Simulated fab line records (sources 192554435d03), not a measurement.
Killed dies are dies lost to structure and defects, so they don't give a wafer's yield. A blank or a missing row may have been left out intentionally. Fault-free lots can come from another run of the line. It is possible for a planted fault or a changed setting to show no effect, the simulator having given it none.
Struck lot and sound lot, side by side :: flow n5 finfet :: 37 steps out of a route of 1938
Sound: the wafers L757.1, L757.2, L757.3. The struck wafers were L770.1, L770.3. The cause comes at the end.
For every step that has rows: the tool of each side, followed by ch and its chambers, followed by its first start. Under that, the readings that differ: sound wafers :: struck wafers :: difference of the means :: sigmas: that difference in standard deviations of wafers without a fault.
alike: same words and numbers on both sides, and readings whose means sit less than 2 such deviations apart. not compared: any withheld reading, any reading some wafer has no value for, any bound like >300 that may hide the same value, and any number with overlapping values for which the record gives no deviation.
A row with sigmas, a row that says differs or no value, or rows on one side alone: a step with any of these is where the two part. When numbers do not overlap yet have no deviation, they are printed without sigmas and do not part them. A reading that every wafer of one side lacks parts them only if that side has two wafers or more.

first, 11 steps without rows for these wafers: N5_MOL_CONTACT_COAG_DESCUM_45 (chemistry O2, time 7 s); N5_MOL_CONTACT_COAG_ETCH_65 (etches underlayer in N2/H2, target depth 13 nm, time 10.4 s); N5_MOL_CONTACT_COAG_ETCH_66 (etches SiARC in CF4, target depth 13 nm, time 21.7 s); N5_MOL_CONTACT_COAG_ALD_133 (deposits SiO2, target thk 5 nm, pulse time 1 s, co reactant pulse time 1 s); N5_MOL_CONTACT_COAG_ETCHBACK_134 (etches SiO2 in CHF3, target depth 10 nm, time 6.7 s); N5_MOL_CONTACT_COAG_ETCH_67 (etches SOC in N2/H2, target depth 60 nm, overetch 21 nm, time 101.2 s); N5_MOL_CONTACT_COAG_STRIP_68 (strips in N2/H2); N5_MOL_CONTACT_COAG_STRIP_69 (strips in N2/H2); N5_MOL_CONTACT_COAG_ETCHBACK_136 (etches SiO2 in CHF3, target depth 25 nm, time 16.7 s); N5_MOL_CONTACT_COAG_STRIP_120 (strips in CHF3); N5_MOL_CONTACT_COAG_VIA_ETCH_117 (etches SiO2 in C4F6/O2, target depth 40 nm, overetch 8 nm, time 26 s).
N5_MOL_CONTACT_COAG_ETCH_124: etches SiNx in CH3F/O2, stops on SiOC, target depth 6.5 nm.
  sound on rie diel-04 ch 0,1,2, day 5 05:43; struck on rie diel-05 ch 1,3, day 8 14:26
reading: model.SOC_of_MOL_CONTACT_COAG_COAT_62.thk nm (nm)
sound: 48.2 48.6 48.8
struck: 49.8 49.4
difference: +1.1
sigmas: 

reading: model.etch.depth nm (nm)
sound: 5.016 5.007 5.033
struck: 4.202 4.306
difference: -0.765
sigmas: 
  alike: chamber pressure mTorr, drypump motor current A, oes product au, rf vpp V, showerhead plenum p Torr, throttle valve pct
  not compared: rf hours counter h
N5_MOL_CONTACT_COAG_ETCH_48: etches SiOC in C4F6/O2, target depth 15 nm, overetch 4.5 nm, time 17 s.
  sound on rie diel-04 ch 0,1,2, day 5 05:46; struck on rie diel-05 ch 1,3, day 8 14:29
reading: model.SOC_of_MOL_CONTACT_COAG_COAT_62.thk nm (nm)
sound: 45.4 46 46.4
struck: 47.2 46.6
difference: +1.0
sigmas: 
  alike: chamber pressure mTorr, drypump motor current A, oes product au, rf vpp V, showerhead plenum p Torr, throttle valve pct
  not compared: rf hours counter h
then, 23 steps without rows for these wafers: N5_MOL_CONTACT_COAG_STRIP_72 (strips in N2/H2); N5_MOL_CONTACT_COAG_STRIP_49 (strips in N2/H2, time 30 s); N5_MOL_CONTACT_COAG_PRECLEAN_138 (cleans in alkaline clean, time 60 s); N5_MOL_CONTACT_COAG_SRD_139 (time 30 s); N5_MOL_CONTACT_COAG_PRE_CLEAN_121; N5_MOL_CONTACT_COAG_CVD_140 (deposits W, target thk 66.5 nm, time 215 s); N5_MOL_CONTACT_COAG_PRECLEAN_127 (cleans in DIW, time 57.5 s); N5_MOL_CONTACT_COAG_SRD_128 (dry time 32 s); N5_MOL_CONTACT_COAG_CMP_52 (polishes, stops on SiO2, t overpolish 1.5 s, target thk 66.5 nm); N5_MOL_CONTACT_COAG_ANNEAL_112 (time 1800 s); N5_BEOL_M0_SAQP_PECVD_00 (deposits SiCN from 3MS/NH3, target thk 8 nm, time 14 s); N5_BEOL_M0_SAQP_ILD_DEP_01 (deposits SiOC from DEMS/O2, target thk 45.419 nm, time 8.7 s); N5_BEOL_M0_SAQP_HM_DEP_02 (deposits TiN, target thk 12 nm); N5_BEOL_M0_SAQP_PECVD_03 (deposits SiCN from 3MS/NH3, target thk 12 nm, time 21.1 s); N5_BEOL_M0_SAQP_PECVD_96 (deposits a-Si from SiH4/He, target thk 45 nm, time 45.2 s); N5_BEOL_M0_SAQP_PECVD_97 (deposits SiNx from SiH4/NH3/N2, target thk 23 nm, time 19.9 s); N5_BEOL_M0_SAQP_PECVD_04 (deposits a-Si from SiH4/He, target thk 60 nm, time 60.2 s); N5_BEOL_M0_SAQP_HM_DEP_111 (deposits SiO2 from SiH4/N2O, target thk 12 nm, time 7.2 s); N5_BEOL_M0_SAQP_COAT_81 (time 60 s, resist thk 100 nm); N5_BEOL_M0_SAQP_COAT_82 (time 60 s, resist thk 30 nm); N5_BEOL_M0_SAQP_COAT_08 (resist thk 90 nm); N5_BEOL_M0_SAQP_EBR_10; N5_BEOL_M0_SAQP_SOFTBAKE_09 (time 60 s).
-- a jump in the record: the struck wafers' starts before and after are 7 days apart (it breaks off in module BEOL_M0_SAQP and resumes in module PASSIVATION, where the first step shown is number 1936 of the route) --
N5_PASSIVATION_PROBE_49:
  the record has rows for the struck wafers here (prober-02, day 15 14:47) and none for the sound ones

## WHERE THEY PART
Within this record, at N5_PASSIVATION_PROBE_49 only.

WHY: whatever the simulator had introduced
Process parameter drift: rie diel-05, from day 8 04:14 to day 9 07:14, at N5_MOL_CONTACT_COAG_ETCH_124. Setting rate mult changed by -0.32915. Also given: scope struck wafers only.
